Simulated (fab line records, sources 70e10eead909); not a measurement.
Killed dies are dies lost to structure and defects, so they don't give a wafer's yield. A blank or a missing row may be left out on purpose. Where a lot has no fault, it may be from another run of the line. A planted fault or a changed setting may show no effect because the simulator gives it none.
A struck lot beside a sound one + flow nand_harc + 15 steps out of a route of 1159
Sound: wafers L777.1, L777.2, L777.3. Struck: wafer L784.3 (left out: L784.1, L784.5 of the same lot, which were not struck); the cause appears at the end.
Each step with rows lists, per side, the tool, then ch with its chambers, then its first start. Under that, the readings that differ: sound wafers + struck wafers + difference of the means + sigmas: that difference in standard deviations of wafers without a fault.
alike: readings with means less than 2 such deviations apart, plus words and numbers identical on both sides. not compared: withheld readings, readings lacking a value on some wafer, bounds such as >300 that could conceal the same value, and numbers that have no deviation in the record and whose values overlap.
A row with sigmas, a row that says differs or no value, or rows on one side alone: a step with any of these is where the two part. When numbers do not overlap yet have no deviation, they are printed without sigmas and do not part them. A reading missing from all wafers of one side parts the sides only when that side holds two or more wafers.

first, 7 steps without rows for these wafers: NHARC_P_BONDPAD_COAT_36 (time 65 s); NHARC_P_BONDPAD_COAT_03 (resist thk 600 nm); NHARC_P_BONDPAD_SOFTBAKE_04 (time 70 s); NHARC_P_BONDPAD_EBR_05; NHARC_P_BONDPAD_EXPOSE_06 (exposes mask P BPAD); NHARC_P_BONDPAD_PEB_07 (peb time 80 s); NHARC_P_BONDPAD_DEVELOP_08 (time 50 s).
NHARC_P_BONDPAD_CD_MEAS_09: the cd target is 500 nm.
  sound on cd_sem-03 ch 0, day 7 00:55; struck on cd_sem-01 ch 0, day 8 14:40
  alike: cd_nm
NHARC_P_BONDPAD_OVL_MEAS_38:
  sound on overlay-01 at day 7 01:00; struck on overlay-02 at day 8 14:46
  alike: overlay_x_nm, overlay_y_nm
then, 1 step without rows for these wafers: NHARC_P_BONDPAD_HARDBAKE_10 (time 65 s).
NHARC_P_BONDPAD_DESCUM_11: chemistry O2, time 3 s.
  sound on rie_diel-13 ch 0,1,3, day 7 01:08; struck on rie_diel-13 ch 3, day 8 14:55
| reading                | sound | struck | difference | sigmas |
|------------------------|-------|--------|------------|--------|
| rf_hours_counter_h (h) | 4 5 4 | 7      | +3         |        |
  alike: drypump_motor_current_A, mfc_ar_sccm, oes_product_au, rf_vpp_V, showerhead_plenum_p_Torr, throttle_valve_pct
NHARC_P_BONDPAD_ETCH_37: etches the open film in N2/H2, target depth 60 nm, overetch 18 nm, time 65.91 s.
  sound on rie_diel-13 ch 0,1,3, day 7 01:14; struck on rie_diel-13 ch 0, day 8 14:59
| reading                | sound | struck | difference | sigmas |
|------------------------|-------|--------|------------|--------|
| rf_hours_counter_h (h) | 4 4 5 | 7      | +3         |        |
  alike: drypump_motor_current_A, mfc_ar_sccm, oes_product_au, rf_vpp_V, showerhead_plenum_p_Torr, throttle_valve_pct
NHARC_P_BONDPAD_ETCH_12: etches the open film in CHF3/O2, target depth 200 nm, time 100 s.
  sound on rie_diel-13 ch 0,1,3, day 7 01:20; struck on rie_diel-13 ch 0, day 8 15:05
| reading                | sound             | struck | difference | sigmas |
|------------------------|-------------------|--------|------------|--------|
| oes_product_au (a.u.)  | 0.925 0.921 0.927 | 0.845  | -0.079     | -4     |
| rf_hours_counter_h (h) | 4 5 4             | 7      | +3         |        |
  alike: drypump_motor_current_A, mfc_ar_sccm, rf_vpp_V, showerhead_plenum_p_Torr, throttle_valve_pct
NHARC_P_BONDPAD_CD_MEAS_13:
  sound on cd_sem-01 at day 7 01:29; struck on cd_sem-02 at day 8 15:13
  alike: cd_nm
-- break in the record here, with 13 days between the starts of the struck wafers on either side (left off in module P_BONDPAD, picked up again in module END, where the first step shown is number 1159 on the route) --
NHARC_END_SORT_01:
  sound on prober-02 ch 0, day 20 03:29; struck on prober-01 ch 0, day 21 11:53
| reading                  | sound          | struck | difference | sigmas      |
|--------------------------|----------------|--------|------------|-------------|
| defect_limited_yield (%) | 95.6 94.8 95.0 | 0.6    | -94.5      | -63         |
| killed_at_array          | 27 35 27       | 51     | +21        | +2          |
| killed_at_periphery      | 3 0 7          | 622    | +619       | +99 or more |
| killed_dies              | 30 35 34       | 673    | +640       | +65         |
| killed_short             | 3 4 1          | 6      | +3         | +2          |
| sort_bin_2_pct (%)       | 1.5 1.5 2.2    | 93.6   | +91.9      | +99 or more |
| sort_bin_4_pct (%)       | 2.8 3.5 2.7    | 5.6    | +2.6       | +3          |
| sort_n_pass              | 647 642 643    | 4      | -640       | -65         |
| sort_rim_yield_pct (%)   | 96 92 89       | 2      | -90        | -26         |
| sort_yield_pct (%)       | 95.6 94.8 95.0 | 0.6    | -94.5      | -63         |
  alike: killed_at_other, killed_open, sort_bin_3_pct

## WHERE THEY PART
Earliest at NHARC_P_BONDPAD_ETCH_12; latest, in this record, at NHARC_END_SORT_01.

WHY: what had been put in by the simulator
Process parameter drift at NHARC_P_BONDPAD_ETCH_12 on rie_diel-13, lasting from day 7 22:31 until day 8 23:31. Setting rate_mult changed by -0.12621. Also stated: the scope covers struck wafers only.
